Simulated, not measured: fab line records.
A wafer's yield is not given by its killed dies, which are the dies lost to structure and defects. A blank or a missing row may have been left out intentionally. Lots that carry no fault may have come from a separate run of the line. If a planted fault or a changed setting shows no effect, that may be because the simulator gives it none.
Which tool is to blame? || flow n5-finfet || 10 lots with 30 wafers sampled at 4 steps, on a route of 1938 steps

== WHAT THE GAUGES SHOWED, per wafer ==
N5_BEOL_M4_RC_MEAS_101. Usual: CJ_N 4.31, standard deviation 0.12; DIBL_N 36.4 mV/V, standard deviation 2.7; DIBL_P 36 mV/V, standard deviation 3.2; IOFF_N 0.16 nA/um, standard deviation 0.046; IOFF_P 0.21 nA/um, standard deviation 0.055; ION_N 677 uA/um, standard deviation 15; ION_P 464 uA/um, standard deviation 11; SS_N 71.5 mV/dec, standard deviation 0.79; SS_P 73.3 mV/dec, standard deviation 0.93; VT_N 250 mV, standard deviation 4.1; VT_P -251 mV, standard deviation 4.4.
{"lot": "L476", "measured": "day 7 22:32", "on": "prober-02", "CJ_N": "4.30 4.22 4.33", "DIBL_N (mV/V)": "37.0 43.5 39.5", "DIBL_P (mV/V)": "35 44 38", "IOFF_N (nA/um)": "0.16 0.32 0.22", "IOFF_P (nA/um)": "0.21 0.42 0.29", "ION_N (uA/um)": "680 733 692", "ION_P (uA/um)": "467 500 479", "SS_N (mV/dec)": "71.0 72.7 71.5", "SS_P (mV/dec)": "73.8 76.2 73.5", "VT_N (mV)": "249 242 244", "VT_P (mV)": "-249 -240 -245", "flag": ""}
{"lot": "L477", "measured": "day 9 09:14", "on": "prober-02", "CJ_N": "4.12 4.32 4.16", "DIBL_N (mV/V)": "36.1 37.3 37.3", "DIBL_P (mV/V)": "36 37 38", "IOFF_N (nA/um)": "0.15 0.18 0.18", "IOFF_P (nA/um)": "0.20 0.23 0.24", "ION_N (uA/um)": "674 681 689", "ION_P (uA/um)": "469 471 474", "SS_N (mV/dec)": "70.7 71.8 71.7", "SS_P (mV/dec)": "72.6 74.1 73.8", "VT_N (mV)": "250 247 246", "VT_P (mV)": "-248 -250 -248", "flag": ""}
{"lot": "L478", "measured": "day 8 21:05", "on": "prober-01", "CJ_N": "4.41 4.39 4.34", "DIBL_N (mV/V)": "38.3 37.2 35.4", "DIBL_P (mV/V)": "40 38 36", "IOFF_N (nA/um)": "0.22 0.19 0.16", "IOFF_P (nA/um)": "0.36 0.28 0.26", "ION_N (uA/um)": "695 691 682", "ION_P (uA/um)": "487 478 481", "SS_N (mV/dec)": "72.9 72.2 72.0", "SS_P (mV/dec)": "73.0 73.6 73.0", "VT_N (mV)": "242 245 248", "VT_P (mV)": "-239 -242 -243", "flag": ""}
{"lot": "L479", "measured": "day 9 14:45", "on": "prober-02", "CJ_N": "4.39 4.37 4.45", "DIBL_N (mV/V)": "31.4 36.5 35.3", "DIBL_P (mV/V)": "29 36 34", "IOFF_N (nA/um)": "0.09 0.17 0.14", "IOFF_P (nA/um)": "0.13 0.21 0.18", "ION_N (uA/um)": "648 691 677", "ION_P (uA/um)": "452 470 463", "SS_N (mV/dec)": "69.9 71.7 71.3", "SS_P (mV/dec)": "71.0 72.6 72.5", "VT_N (mV)": "256 246 252", "VT_P (mV)": "-257 -249 -253", "flag": ""}
{"lot": "L480", "measured": "day 10 00:55", "on": "prober-02", "CJ_N": "4.25 4.33 4.29", "DIBL_N (mV/V)": "32.8 35.5 34.9", "DIBL_P (mV/V)": "32 35 34", "IOFF_N (nA/um)": "0.11 0.15 0.14", "IOFF_P (nA/um)": "0.14 0.19 0.16", "ION_N (uA/um)": "648 673 696", "ION_P (uA/um)": "457 457 462", "SS_N (mV/dec)": "70.1 70.9 72.1", "SS_P (mV/dec)": "72.0 72.6 73.0", "VT_N (mV)": "253 249 250", "VT_P (mV)": "-255 -253 -255", "flag": ""}
{"lot": "L481", "measured": "day 10 10:13", "on": "prober-02", "CJ_N": "4.72 4.63 4.05", "DIBL_N (mV/V)": "31.3 31.8 34.2", "DIBL_P (mV/V)": "30 31 34", "IOFF_N (nA/um)": "0.10 0.10 0.12", "IOFF_P (nA/um)": "0.14 0.14 0.17", "ION_N (uA/um)": "676 659 652", "ION_P (uA/um)": "465 457 451", "SS_N (mV/dec)": "70.4 70.3 71.1", "SS_P (mV/dec)": "72.7 72.8 73.1", "VT_N (mV)": "258 256 257", "VT_P (mV)": "-254 -254 -257", "flag": ""}
{"lot": "L494", "measured": "day 13 05:12", "on": "prober-02", "CJ_N": "4.25 4.48 4.35", "DIBL_N (mV/V)": "36.9 37.6 37.0", "DIBL_P (mV/V)": "38 37 36", "IOFF_N (nA/um)": "0.17 0.17 0.17", "IOFF_P (nA/um)": "0.24 0.24 0.22", "ION_N (uA/um)": "689 675 676", "ION_P (uA/um)": "475 466 454", "SS_N (mV/dec)": "71.3 72.1 71.6", "SS_P (mV/dec)": "74.3 74.6 74.0", "VT_N (mV)": "247 249 248", "VT_P (mV)": "-247 -248 -247", "flag": ""}
{"lot": "L495", "measured": "day 13 10:51", "on": "prober-01", "CJ_N": "4.27 4.14 4.28", "DIBL_N (mV/V)": "36.5 32.8 35.4", "DIBL_P (mV/V)": "35 31 34", "IOFF_N (nA/um)": "0.14 0.10 0.13", "IOFF_P (nA/um)": "0.19 0.14 0.17", "ION_N (uA/um)": "663 659 670", "ION_P (uA/um)": "462 453 461", "SS_N (mV/dec)": "70.9 70.5 71.1", "SS_P (mV/dec)": "72.6 72.4 72.0", "VT_N (mV)": "250 256 252", "VT_P (mV)": "-251 -256 -255", "flag": ""}
{"lot": "L496", "measured": "day 14 04:37", "on": "prober-02", "CJ_N": "4.41 4.30 4.12", "DIBL_N (mV/V)": "36.8 37.1 37.0", "DIBL_P (mV/V)": "37 38 38", "IOFF_N (nA/um)": "0.19 0.20 0.17", "IOFF_P (nA/um)": "0.23 0.23 0.23", "ION_N (uA/um)": "697 694 673", "ION_P (uA/um)": "475 466 466", "SS_N (mV/dec)": "71.2 71.2 71.6", "SS_P (mV/dec)": "72.9 73.8 74.1", "VT_N (mV)": "246 246 247", "VT_P (mV)": "-248 -253 -251", "flag": ""}
{"lot": "L498", "measured": "day 14 07:26", "on": "prober-01", "CJ_N": "4.08 4.36 4.35", "DIBL_N (mV/V)": "28.6 32.5 32.1", "DIBL_P (mV/V)": "29 32 33", "IOFF_N (nA/um)": "0.06 0.11 0.11", "IOFF_P (nA/um)": "0.09 0.12 0.13", "ION_N (uA/um)": "633 658 677", "ION_P (uA/um)": "435 440 462", "SS_N (mV/dec)": "70.3 71.0 70.6", "SS_P (mV/dec)": "70.7 71.9 71.7", "VT_N (mV)": "264 256 253", "VT_P (mV)": "-265 -259 -259", "flag": ""}

== WHAT TOOL EACH LOT RAN ON (gives the tool, then ch and the chambers of the sampled wafers, and finally the start) ==
{"lot": "L476", "N5_ZERO_LAYER_PECVD_02": "pecvd-01 ch 1,2, day 1 18:18", "N5_BEOL_M4_ANNEAL_93": "pvd-sputter-02, day 7 21:04", "N5_BEOL_M4_SPUTTER_94": "pvd-sputter-02, day 7 21:13"}
{"lot": "L477", "N5_ZERO_LAYER_PECVD_02": "pecvd-03 ch 0,1,2, day 2 00:19", "N5_BEOL_M4_ANNEAL_93": "pvd-sputter-03, day 9 07:19", "N5_BEOL_M4_SPUTTER_94": "pvd-sputter-03, day 9 07:27"}
{"lot": "L478", "N5_ZERO_LAYER_PECVD_02": "pecvd-01 ch 1,2, day 2 06:17", "N5_BEOL_M4_ANNEAL_93": "pvd-sputter-03, day 8 19:19", "N5_BEOL_M4_SPUTTER_94": "pvd-sputter-03, day 8 19:28"}
{"lot": "L479", "N5_ZERO_LAYER_PECVD_02": "pecvd-01 ch 0,1,2, day 2 12:17", "N5_BEOL_M4_ANNEAL_93": "pvd-sputter-03, day 9 13:17", "N5_BEOL_M4_SPUTTER_94": "pvd-sputter-03, day 9 13:26"}
{"lot": "L480", "N5_ZERO_LAYER_PECVD_02": "pecvd-01 ch 0,1, day 2 18:18", "N5_BEOL_M4_ANNEAL_93": "pvd-sputter-03, day 9 23:16", "N5_BEOL_M4_SPUTTER_94": "pvd-sputter-03, day 9 23:25"}
{"lot": "L481", "N5_ZERO_LAYER_PECVD_02": "pecvd-01 ch 1,2, day 3 00:17", "N5_BEOL_M4_ANNEAL_93": "pvd-sputter-03, day 10 08:46", "N5_BEOL_M4_SPUTTER_94": "pvd-sputter-03, day 10 08:54"}
{"lot": "L494", "N5_ZERO_LAYER_PECVD_02": "pecvd-04 ch 0,2, day 6 06:17", "N5_BEOL_M4_ANNEAL_93": "pvd-sputter-03, day 13 03:27", "N5_BEOL_M4_SPUTTER_94": "pvd-sputter-03, day 13 03:35"}
{"lot": "L495", "N5_ZERO_LAYER_PECVD_02": "pecvd-01 ch 0,2, day 6 12:17", "N5_BEOL_M4_ANNEAL_93": "pvd-sputter-01, day 13 08:46", "N5_BEOL_M4_SPUTTER_94": "pvd-sputter-01, day 13 08:55"}
{"lot": "L496", "N5_ZERO_LAYER_PECVD_02": "pecvd-03 ch 0,1,2, day 6 18:17", "N5_BEOL_M4_ANNEAL_93": "pvd-sputter-02, day 14 02:55", "N5_BEOL_M4_SPUTTER_94": "pvd-sputter-02, day 14 03:03"}
{"lot": "L498", "N5_ZERO_LAYER_PECVD_02": "pecvd-03 ch 0,2, day 7 06:17", "N5_BEOL_M4_ANNEAL_93": "pvd-sputter-03, day 14 05:56", "N5_BEOL_M4_SPUTTER_94": "pvd-sputter-03, day 14 06:04"}
- N5_ZERO_LAYER_PECVD_02: deposits SiO2 from SiH4/N2O, target thk 10 nm, time 6 s.
- N5_BEOL_M4_ANNEAL_93: time 240 s.
- N5_BEOL_M4_SPUTTER_94: material Cu, target thk 4.5 nm, time 8.29 s.

== WHAT THE TOOLS THEMSELVES READ (means of the sampled wafers that have a number; where no wafer has one, the mark that the record gives instead) ==
N5_ZERO_LAYER_PECVD_02. Usual: heater-power-w 772 W, standard deviation 88; showerhead-plenum-p-Torr 8.14 Torr, standard deviation 0.12.
{"lot": "L476", "tool": "pecvd-01", "heater-power-w (W)": 829, "showerhead-plenum-p-Torr (Torr)": 8.12, "flag": ""}
{"lot": "L477", "tool": "pecvd-03", "heater-power-w (W)": 736, "showerhead-plenum-p-Torr (Torr)": 8.10, "flag": ""}
{"lot": "L478", "tool": "pecvd-01", "heater-power-w (W)": 881, "showerhead-plenum-p-Torr (Torr)": 8.12, "flag": ""}
{"lot": "L479", "tool": "pecvd-01", "heater-power-w (W)": 857, "showerhead-plenum-p-Torr (Torr)": 8.16, "flag": ""}
{"lot": "L480", "tool": "pecvd-01", "heater-power-w (W)": 794, "showerhead-plenum-p-Torr (Torr)": 8.04, "flag": ""}
{"lot": "L481", "tool": "pecvd-01", "heater-power-w (W)": 905, "showerhead-plenum-p-Torr (Torr)": 8.12, "flag": ""}
{"lot": "L494", "tool": "pecvd-04", "heater-power-w (W)": 732, "showerhead-plenum-p-Torr (Torr)": 8.20, "flag": ""}
{"lot": "L495", "tool": "pecvd-01", "heater-power-w (W)": 776, "showerhead-plenum-p-Torr (Torr)": 8.27, "flag": ""}
{"lot": "L496", "tool": "pecvd-03", "heater-power-w (W)": 710, "showerhead-plenum-p-Torr (Torr)": 8.11, "flag": ""}
{"lot": "L498", "tool": "pecvd-03", "heater-power-w (W)": 664, "showerhead-plenum-p-Torr (Torr)": 8.13, "flag": ""}

N5_BEOL_M4_ANNEAL_93. Usual: heater-power-w 821 W, standard deviation 63.
{"lot": "L476", "tool": "pvd-sputter-02", "heater-power-w (W)": 814, "flag": ""}
{"lot": "L477", "tool": "pvd-sputter-03", "heater-power-w (W)": 847, "flag": ""}
{"lot": "L478", "tool": "pvd-sputter-03", "heater-power-w (W)": 778, "flag": ""}
{"lot": "L479", "tool": "pvd-sputter-03", "heater-power-w (W)": 846, "flag": ""}
{"lot": "L480", "tool": "pvd-sputter-03", "heater-power-w (W)": 824, "flag": ""}
{"lot": "L481", "tool": "pvd-sputter-03", "heater-power-w (W)": 828, "flag": ""}
{"lot": "L494", "tool": "pvd-sputter-03", "heater-power-w (W)": 856, "flag": ""}
{"lot": "L495", "tool": "pvd-sputter-01", "heater-power-w (W)": 789, "flag": ""}
{"lot": "L496", "tool": "pvd-sputter-02", "heater-power-w (W)": 821, "flag": ""}
{"lot": "L498", "tool": "pvd-sputter-03", "heater-power-w (W)": 834, "flag": ""}

N5_BEOL_M4_SPUTTER_94. Usual: throttle-valve-pct 29.7 %, standard deviation 1.2.
{"lot": "L476", "tool": "pvd-sputter-02", "throttle-valve-pct (%)": 29.9, "flag": ""}
{"lot": "L477", "tool": "pvd-sputter-03", "throttle-valve-pct (%)": 29.4, "flag": ""}
{"lot": "L478", "tool": "pvd-sputter-03", "throttle-valve-pct (%)": 28.9, "flag": ""}
{"lot": "L479", "tool": "pvd-sputter-03", "throttle-valve-pct (%)": 30.3, "flag": ""}
{"lot": "L480", "tool": "pvd-sputter-03", "throttle-valve-pct (%)": 28.7, "flag": ""}
{"lot": "L481", "tool": "pvd-sputter-03", "throttle-valve-pct (%)": 30.3, "flag": ""}
{"lot": "L494", "tool": "pvd-sputter-03", "throttle-valve-pct (%)": 30.6, "flag": ""}
{"lot": "L495", "tool": "pvd-sputter-01", "throttle-valve-pct (%)": 30.0, "flag": ""}
{"lot": "L496", "tool": "pvd-sputter-02", "throttle-valve-pct (%)": 30.4, "flag": ""}
{"lot": "L498", "tool": "pvd-sputter-03", "throttle-valve-pct (%)": 30.3, "flag": ""}

== THE ANSWER, worked out from the rows above alone ==
Rule: lot off if the mean of its wafers having a number is beyond 3 standard deviations from the usual mean. A lot without any number at a reading at which 4 lots or more have one is off too. All remaining lots with rows at the step are treated as sound. First the gauges in route order, then the tools' own readings, where a lot's mean is used as printed above. At the first step where some lot is off, the reading lying furthest off is the one used; lots without a number count as furthest.
Nothing can be told from this: no lot is off at any reading shown.

== WHAT THE SIMULATOR HAD INSERTED ==
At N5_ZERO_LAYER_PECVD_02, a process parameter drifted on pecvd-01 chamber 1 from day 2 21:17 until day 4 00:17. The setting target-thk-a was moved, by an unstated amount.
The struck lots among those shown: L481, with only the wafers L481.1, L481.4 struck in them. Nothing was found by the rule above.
